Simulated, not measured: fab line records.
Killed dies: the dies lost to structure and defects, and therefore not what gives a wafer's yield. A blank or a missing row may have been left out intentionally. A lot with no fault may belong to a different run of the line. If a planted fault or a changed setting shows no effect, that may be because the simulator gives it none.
fab line records    flow nandHarc
record lots=6  wafers=18  lastDay=23
route steps=1159 shown A_WL_FILL@839 A_CONTACT@840
lots that met no fault: taken from a fault-free run of the same line
startH: hours from the record's opening day to when the first of the lot's shown wafers began    waitH: hours from the lot's prior step to this one    " repeats the value in the row above    L1.1+2: one row covering several wafers at once    - either no value or no given start    * or withheld: withheld    < > ~ a bound
route shown NAME@n: a module of which the file shows steps, and the number in the route of the first    usual: average and standard deviation across the fault-free wafers    same: alike in all rows    chamber/n: place in a boat    sites: each site's reading    _std_site: standard deviation across them    _edge_site: inner sites' mean taken away from outer sites' mean    radiusMm: for every site, how far away it sits from the centre of the wafer    mask NAME#n: copy n    behind: tool/chamber where the wafer was last shaped    hold: why the lot went on hold/how many hours it stayed there/how the hold came to an end    device: whichever transistor did not switch (one of n, p or np)    end of line: the route-end tests of the same wafers    a step with no rows: only its recipe    killed: at the first sort, the dies lost to defects and structure; wafer yield is something else    map: shows each die of a wafer: x if killed, . if not, _ if none is there
set.NAME: the setting the step ran with; set.NAME@STEP: the setting that earlier step ran with    model.NAME: the simulator's own value behind a step, which no gauge read
lots seen at some steps along the route; tables by step, rows by wafer
services: a tool's chamber out of use, with start hour (startH, from the record's first day; less than 0 if before it), hours out, and reason
## steps
# step NHARC_A_WL_FILL_INSPECT_15
# usual rawDefectCount=388/120
lot.wafer  tool              chamber  startH  waitH  rawDefectCount
L319.1     defectInspect-01  -        374.87  0.0    694
L319.4     "                 -        "       "      377
L319.5     "                 -        "       "      343
L325.1     defectInspect-02  -        394.10  0.0    344
L325.3     "                 -        "       "      356
L325.4     "                 -        "       "      369
L324.3     defectInspect-02  -        412.86  0.0    372
L324.5     "                 -        "       "      251
L324.6     "                 -        "       "      274
L331.3     defectInspect-02  -        444.54  0.0    289
L331.5     "                 -        "       "      278
L331.6     "                 -        "       "      354
L332.2     defectInspect-01  -        444.61  0.0    524
L332.5     "                 -        "       "      487
L332.6     "                 -        "       "      395
L333.1     defectInspect-02  -        460.83  0.0    210
L333.2     "                 -        "       "      340
L333.3     "                 -        "       "      284
# step NHARC_A_CONTACT_DEP_24
# recipe targetThkA=5000  tempC=400  pressureTorr=6.5  rfW=900  teosFlowSccm=161.4  flowSccm=2650  targetThkNm=500  gas=O2  material=SiO2
# usual chamberPressureTorr=6.503/0.014  flowSccm=2649/7.3  heaterPowerW=549/98  throttleValvePct=16.1/0.48
lot.wafer  tool      chamber  startH  waitH  chamberPressureTorr  flowSccm  heaterPowerW  throttleValvePct
L319.1     pecvd-04  2        374.94  0.1    6.489                2633      415           16.8
L319.5     "         2        "       "      6.490                2648      452           16.9
L319.4     "         1        "       "      6.509                2651      610           15.5
L325.1     pecvd-02  0        394.17  0.1    6.497                2645      393           16.1
L325.3     "         2        "       "      6.496                2661      445           15.6
L325.4     "         0        "       "      6.495                2644      449           16.3
L324.3     pecvd-02  1        413.07  0.2    6.485                2651      572           16.0
L324.6     "         0        "       "      6.514                2652      444           16.2
L324.5     "         2        "       "      6.496                2652      425           15.5
L332.2     pecvd-02  0        444.74  0.1    6.527                2645      517           16.3
L332.5     "         2        "       "      6.505                2651      529           15.7
L332.6     "         0        "       "      6.497                2651      382           16.3
L331.3     pecvd-04  2        444.89  0.3    6.508                2648      457           16.8
L331.5     "         0        "       "      6.516                2648      733           15.2
L331.6     "         2        "       "      6.507                2653      477           16.7
L333.3     pecvd-04  0        460.90  0.1    6.515                2637      645           15.1
L333.1     "         1        "       "      6.495                2661      550           15.4
L333.2     "         2        "       "      6.515                2641      486           16.6
# step NHARC_A_CONTACT_DEP_28
# recipe targetThkA=36000  tempC=400  material=aC
# usual throttleValvePct=35.000/0.0093
lot.wafer  tool       chamber  startH  waitH  throttleValvePct
L319.1     aclDep-02  0        375.55  0.1    34.994
L319.4     "          0        376.66  1.2    35.006
L319.5     "          0        "       "      34.993
L325.1     aclDep-03  0        394.77  0.1    34.995
L325.3     "          0        "       "      35.005
L325.4     "          0        "       "      35.001
L324.3     aclDep-02  0        414.53  1.0    35.004
L324.5     "          0        "       "      34.996
L324.6     "          0        "       "      34.989
L332.2     aclDep-01  0        445.98  0.8    35.001
L332.5     "          0        447.09  1.9    35.018
L332.6     "          0        "       "      34.986
L331.3     aclDep-03  0        446.63  1.3    34.989
L331.5     "          0        "       "      35.014
L331.6     "          0        "       "      34.993
L333.1     aclDep-01  0        461.54  0.1    35.016
L333.2     "          0        "       "      35.001
L333.3     "          0        "       "      35.005
# step NHARC_A_CONTACT_DEP_29
# recipe targetThkA=700  targetThkNm=70  tempC=400  pressureTorr=3.5  flowSccm=200  rfW=350  material=SiON
# usual chamberPressureTorr=3.500/0.0077  heaterPowerW=731/84
lot.wafer  tool      chamber  startH  waitH  chamberPressureTorr  heaterPowerW
L319.1     pecvd-03  1        377.83  1.9    3.498                930
L319.4     "         1        "       "      3.506                914
L319.5     "         2        "       "      3.482                781
L325.3     pecvd-03  2        397.00  1.1    3.496                753
L325.1     "         0        "       "      3.499                631
L325.4     "         2        "       "      3.494                775
L324.3     pecvd-02  1        416.01  1.1    3.496                807
L324.5     "         1        "       "      3.512                798
L324.6     "         2        "       "      3.504                629
L332.2     pecvd-02  1        447.90  1.6    3.493                753
L332.5     "         2        "       "      3.503                698
L332.6     "         0        "       "      3.491                660
L331.3     pecvd-03  0        448.13  1.1    3.509                631
L331.5     "         1        "       "      3.501                827
L331.6     "         2        "       "      3.499                786
L333.3     pecvd-02  2        463.75  1.1    3.517                685
L333.1     "         0        "       "      3.489                681
L333.2     "         1        "       "      3.503                767
# step NHARC_A_CONTACT_DEHYDRATE_32
# recipe tempC=150  timeS=120
# step NHARC_A_CONTACT_HMDS_33
# recipe timeS=30
# step NHARC_A_CONTACT_COAT_34
# recipe tempC=260  timeS=75
# step NHARC_A_CONTACT_COAT_35
# recipe tempC=225  timeS=65
# step NHARC_A_CONTACT_COAT_36
# recipe spinRpm=1500  resistThkNm=90
# step NHARC_A_CONTACT_SOFTBAKE_37
# recipe tempC=105  timeS=55
# usual heaterPowerTotalW=188.45/0.14
lot.wafer  tool           chamber  startH  waitH  heaterPowerTotalW
L319.1     lithoTrack-04  0        378     -      188.48
L319.4     "              0        "       "      188.37
L319.5     "              0        "       "      188.78
L325.1     lithoTrack-06  0        397     -      188.48
L325.3     "              0        "       "      188.30
L325.4     "              0        "       "      188.49
L324.3     lithoTrack-01  0        416     -      188.28
L324.5     "              0        "       "      188.48
L324.6     "              0        "       "      188.70
L332.2     lithoTrack-04  0        448     -      188.50
L332.5     "              0        "       "      188.27
L332.6     "              0        "       "      188.43
L331.3     lithoTrack-06  0        448     -      209.31
L331.5     "              0        "       "      188.60
L331.6     "              0        "       "      209.75
L333.1     lithoTrack-06  0        464     -      188.65
L333.2     "              0        "       "      188.25
L333.3     "              0        "       "      209.55
# step NHARC_A_CONTACT_EBR_38
## services
tool           chamber  startH  hours  kind
aclDep-03      -        355.79  4.2    repair
pecvd-04       -        376.19  13.0   pm
pecvd-04       0        376.19  13.0   ventCycle
pecvd-04       1        376.19  13.0   ventCycle
pecvd-04       2        376.19  14.4   ventCycle
pecvd-04       0        389.19  -      clean
pecvd-04       1        389.19  -      clean
lithoTrack-04  -        394.71  -      consumableReplace:filter
aclDep-03      -        406.13  13.0   pm
pecvd-04       1        441.35  3.8    repair
lithoTrack-01  -        443.00  7.0    pm
pecvd-03       0        451.16  4.9    repair
## key
firstSign step=NHARC_A_CONTACT_SOFTBAKE_37  reading=heaterPowerTotalW  direction=up  sigmas=99+  usual=*  struck=*
effect none on later readings
metAt NHARC_A_CONTACT_SOFTBAKE_37
struckWafers L331.3,L331.6,L333.3
testerLeftOut L331,L333
onsetBetween 397 448
fault kind=processParameterDrift  tool=lithoTrack-06  chamber=-  onsetH=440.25  steps=NHARC_A_CONTACT_SOFTBAKE_37  channel=timeS  offset=*  shape=step  endH=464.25  scope=struckWafersOnly  actsIn=*  stated=*
# testerLeftOut: of these lots the tester's yield and bins aren't shown, on N5 and GAA mostly nor the transistor test; their killed dies are dies lost to structure and defects alone, not to doping, threshold or leakage, so they don't give the yield
